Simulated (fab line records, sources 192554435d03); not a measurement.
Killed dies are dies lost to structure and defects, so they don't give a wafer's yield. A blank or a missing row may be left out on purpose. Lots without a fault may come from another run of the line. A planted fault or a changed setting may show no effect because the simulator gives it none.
Which tool did it? | flow n5_finfet | 11 lots, 33 wafers sampled, at 5 steps of a route of 1938

WHAT THE GAUGES READ, wafer by wafer
N5_WELL_APT_OVL_MEAS_09.
lot  | measured    | on         | NWELL_OVL (nm)
L268 | day 1 13:52 | overlay-01 | 6 -3 3
L270 | day 2 01:51 | overlay-01 | 7 8 6
L271 | day 2 07:44 | overlay-02 | -5 -7 -10
L273 | day 2 19:43 | overlay-01 | 11 5 7
L275 | day 3 07:43 | overlay-01 | 1 -5 4
L276 | day 3 13:43 | overlay-02 | 3 4 2
L277 | day 3 19:52 | overlay-01 | 1 1 -2
L280 | day 4 13:43 | overlay-02 | 2 6 -1
L283 | day 5 07:46 | overlay-02 | -5 -6 -1
L288 | day 6 13:37 | overlay-02 | 7 8 6
L290 | day 7 01:50 | overlay-02 | 3 2 5

N5_WELL_APT_INSPECT_10: inspects for defects (macro).
lot  | measured    | on                | raw_defect_count
L268 | day 1 13:53 | defect_inspect-02 | 3 0 3
L270 | day 2 01:53 | defect_inspect-02 | 1 1 3
L271 | day 2 07:46 | defect_inspect-02 | 3 2 3
L273 | day 2 19:44 | defect_inspect-01 | 3 4 3
L275 | day 3 07:44 | defect_inspect-01 | 2 1 2
L276 | day 3 13:44 | defect_inspect-01 | 2 3 3
L277 | day 3 19:53 | defect_inspect-01 | 5 1 0
L280 | day 4 13:44 | defect_inspect-02 | 1 0 1
L283 | day 5 07:47 | defect_inspect-01 | 3 1 2
L288 | day 6 13:38 | defect_inspect-01 | 5 1 3
L290 | day 7 01:52 | defect_inspect-02 | 2 4 1

N5_BEOL_M4_RC_MEAS_101.
lot  | measured     | on        | DIBL_N (mV/V)  | DIBL_P (mV/V)  | IOFF_N (nA/um) | IOFF_P (nA/um) | ION_N (uA/um) | ION_P (uA/um) | RS_NWELL (ohm/sq) | SS_N (mV/dec)  | SS_P (mV/dec)  | VT_N (mV)   | VT_P (mV)
L268 | day 8 19:02  | prober-02 | 34.6 36.4 34.8 | 35.1 37.0 34.2 | 0.14 0.17 0.13 | 0.22 0.24 0.21 | 676 682 662   | 472 474 464   | 1030 1026 1038    | 71.2 70.5 71.4 | 73.5 73.3 72.3 | 251 246 252 | -245.7 -246.0 -249.5
L270 | day 9 08:14  | prober-02 | 38.2 36.2 39.2 | 38.6 36.3 38.9 | 0.20 0.17 0.22 | 0.24 0.20 0.27 | 693 688 691   | 464 462 466   | 1048 1039 1034    | 72.0 71.4 72.4 | 73.6 72.0 73.8 | 247 250 244 | -246.9 -250.2 -246.2
L271 | day 9 09:10  | prober-02 | 35.9 36.7 36.4 | 36.8 37.7 37.2 | 0.15 0.17 0.16 | 0.20 0.22 0.20 | 667 664 687   | 456 459 463   | 1036 1037 1037    | 72.2 72.4 71.9 | 73.3 73.4 73.5 | 250 252 248 | -249.2 -251.5 -251.7
L273 | day 10 15:43 | prober-01 | 38.0 38.9 37.6 | 38.8 39.3 37.4 | 0.20 0.21 0.17 | 0.24 0.25 0.22 | 697 705 679   | 470 468 458   | 914 909 906       | 72.1 71.5 71.4 | 74.1 74.0 74.1 | 246 246 249 | -249.7 -250.0 -252.2
L276 | day 10 10:07 | prober-02 | 36.3 34.8 38.2 | 36.3 34.0 39.1 | 0.14 0.12 0.18 | 0.18 0.15 0.22 | 665 664 693   | 455 455 465   | 1039 1036 1036    | 71.3 71.0 70.9 | 73.1 72.9 74.1 | 252 256 249 | -255.5 -258.4 -252.0
L277 | day 10 18:19 | prober-02 | 34.3 34.2 34.7 | 34.6 35.0 35.8 | 0.14 0.15 0.14 | 0.21 0.21 0.21 | 661 677 662   | 460 472 460   | 910 905 915       | 71.6 71.1 72.2 | 73.9 73.3 73.0 | 251 250 252 | -247.7 -246.4 -247.3
L280 | day 11 09:18 | prober-01 | 37.9 34.4 35.5 | 38.5 33.2 34.8 | 0.17 0.11 0.13 | 0.26 0.18 0.20 | 681 655 670   | 468 456 465   | 1036 1033 1029    | 71.8 70.1 70.9 | 73.0 71.7 72.9 | 249 257 253 | -246.4 -253.3 -249.0
L283 | day 12 14:08 | prober-02 | 35.1 34.8 37.0 | 36.2 35.9 38.6 | 0.16 0.16 0.20 | 0.21 0.21 0.26 | 657 670 687   | 455 459 471   | 1042 1042 1028    | 71.8 70.6 71.7 | 73.9 72.9 72.8 | 251 250 246 | -250.5 -249.4 -247.5
L288 | day 13 12:35 | prober-02 | 33.1 34.5 35.5 | 33.0 34.4 35.7 | 0.12 0.14 0.16 | 0.19 0.21 0.23 | 661 685 669   | 466 470 469   | 1033 1036 1038    | 70.7 70.8 70.9 | 71.9 73.4 72.7 | 255 251 248 | -247.7 -247.6 -248.0
L290 | day 14 04:28 | prober-01 | 36.1 36.2 36.2 | 36.8 36.5 37.3 | 0.17 0.16 0.16 | 0.23 0.23 0.25 | 682 682 683   | 469 475 467   | 1033 1044 1032    | 71.8 71.7 71.4 | 73.2 72.9 73.1 | 248 248 249 | -249.1 -246.7 -244.5

WHICH TOOL RAN EACH LOT (tool, then ch and the chambers of the sampled wafers, then the start)
lot  | N5_WELL_APT_IMPLANT_14         | N5_WELL_APT_DESCUM_30
L268 | implanter-02 ch 0, day 1 14:03 | rie_diel-01 ch 0,1,2, day 1 15:02
L270 | implanter-01 ch 0, day 2 02:01 | rie_diel-01 ch 0,1,3, day 2 03:22
L271 | implanter-01 ch 0, day 2 07:56 | rie_diel-05 ch 0,1,2, day 2 08:57
L273 | implanter-01 ch 0, day 2 20:08 | rie_diel-02 ch 0,1,3, day 2 21:34
L275 | implanter-01 ch 0, day 3 07:56 | rie_diel-02 ch 0,2, day 3 08:56
L276 | implanter-02 ch 0, day 3 13:52 | rie_diel-01 ch 1,2, day 3 14:53
L277 | implanter-01 ch 0, day 3 20:13 | rie_diel-02 ch 0,3, day 3 21:22
L280 | implanter-02 ch 0, day 4 13:56 | rie_diel-01 ch 0,1, day 4 15:17
L283 | implanter-02 ch 0, day 5 07:56 | rie_diel-02 ch 0,3, day 5 09:12
L288 | implanter-02 ch 0, day 6 13:49 | rie_diel-02 ch 0,1, day 6 15:14
L290 | implanter-02 ch 0, day 7 02:01 | rie_diel-02 ch 1,2,3, day 7 03:10
- N5_WELL_APT_IMPLANT_14
- N5_WELL_APT_DESCUM_30: chemistry O2, time 7.9 s.

WHAT THE TOOLS THEMSELVES READ (means of the sampled wafers that have a number; where no wafer has one, the mark that the record gives instead)
N5_WELL_APT_IMPLANT_14.
lot  | tool         | dose_ions_cm2 | faraday_current_uA | rotation_deg (degrees)
L268 | implanter-02 | 1.5008e+13    | 191                | 0.001
L270 | implanter-01 | 1.4997e+13    | 191                | -0.004
L271 | implanter-01 | 1.5032e+13    | 191                | -0.024
L273 | implanter-01 | 1.8971e+13    | 243                | -0.015
L275 | implanter-01 | 1.8977e+13    | 237                | 0.037
L276 | implanter-02 | 1.4984e+13    | 190                | -0.023
L277 | implanter-01 | 1.8976e+13    | 240                | 0.002
L280 | implanter-02 | 1.4998e+13    | 189                | -0.018
L283 | implanter-02 | 1.5014e+13    | 188                | -0.018
L288 | implanter-02 | 1.5004e+13    | 192                | 0.008
L290 | implanter-02 | 1.4988e+13    | 187                | 0.037

N5_WELL_APT_DESCUM_30.
lot  | tool        | drypump_motor_current_A (A) | oes_product_au (a.u.) | rf_vpp_V (V) | showerhead_plenum_p_Torr (Torr) | throttle_valve_pct (%)
L268 | rie_diel-01 | 5.9                         | 0.81                  | 243.6        | 2.12                            | 20.41
L270 | rie_diel-01 | 6.0                         | 0.87                  | 244.6        | 2.12                            | 20.25
L271 | rie_diel-05 | 5.9                         | 0.74                  | 244.2        | 2.14                            | 20.40
L273 | rie_diel-02 | 6.2                         | 0.71                  | 242.6        | 2.04                            | 20.35
L275 | rie_diel-02 | 6.0                         | 0.78                  | 245.2        | 2.15                            | 20.10
L276 | rie_diel-01 | 5.7                         | 0.82                  | 244.5        | 2.16                            | 20.41
L277 | rie_diel-02 | 6.0                         | 0.70                  | 242.9        | 2.05                            | 20.52
L280 | rie_diel-01 | 6.4                         | 0.82                  | 244.5        | 2.18                            | 20.44
L283 | rie_diel-02 | 6.1                         | 0.81                  | 244.0        | 2.19                            | 20.21
L288 | rie_diel-02 | 6.4                         | 0.80                  | 244.8        | 2.18                            | 20.01
L290 | rie_diel-02 | 6.1                         | 0.90                  | 244.3        | 2.19                            | 20.26

THE ANSWER, worked out from the rows above alone
Rule: what is usual is taken from the lots themselves. Put in order of their means at a reading, lots are off if they are a third of the lots or fewer, leave a main group of 4 or more, and stand apart from it by a gap of 3 or more times the standard deviation of the main group's means; of several such gaps the widest counts. A main group whose means are all the same, to the digits that the tables above print for the reading, isn't used. A lot without any number at a reading at which 4 lots or more have one is off too. The other lots that the step has rows for count as sound. The gauges are gone through in route order, then the tools' own readings, and for those a lot's mean is taken as printed above. The first step at which some lot is off is used, and at that step the reading that is off furthest; a lot without a number counts as furthest.
Off: L273, L277, at N5_BEOL_M4_RC_MEAS_101 (RS_NWELL). The main group: mean 1036 ohm/sq, standard deviation 2.6. Neither off nor sound, because the step has no rows for them: L275.
A tool fits if, at a process step before that reading, it ran every lot that is off, and no sound lot after the first of them. The gauges at N5_BEOL_M4_RC_MEAS_101 aren't tried: what is off there is off at N5_WELL_APT_IMPLANT_14 too, on other tools, and a gauge's error can't cause that. One fits: implanter-01 at N5_WELL_APT_IMPLANT_14. Its last sound lot is L271 (day 2 07:56), its first lot that is off L273 (day 2 20:08): a fault that began between those two fits.
The tool's own readings at N5_WELL_APT_IMPLANT_14 bear it out: on the lots that are off they differ by more than 5 times the standard deviation of the sound lots' means. dose_ions_cm2 reads 1.8974e+13 there against 1.5003e+13 on the sound lots; faraday_current_uA reads 242 there against 190 on the sound lots.

WHAT THE SIMULATOR HAD PUT IN
Process parameter drift: implanter-01, from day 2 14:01 on, at N5_WELL_APT_IMPLANT_14. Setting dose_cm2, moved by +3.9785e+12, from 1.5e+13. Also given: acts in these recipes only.
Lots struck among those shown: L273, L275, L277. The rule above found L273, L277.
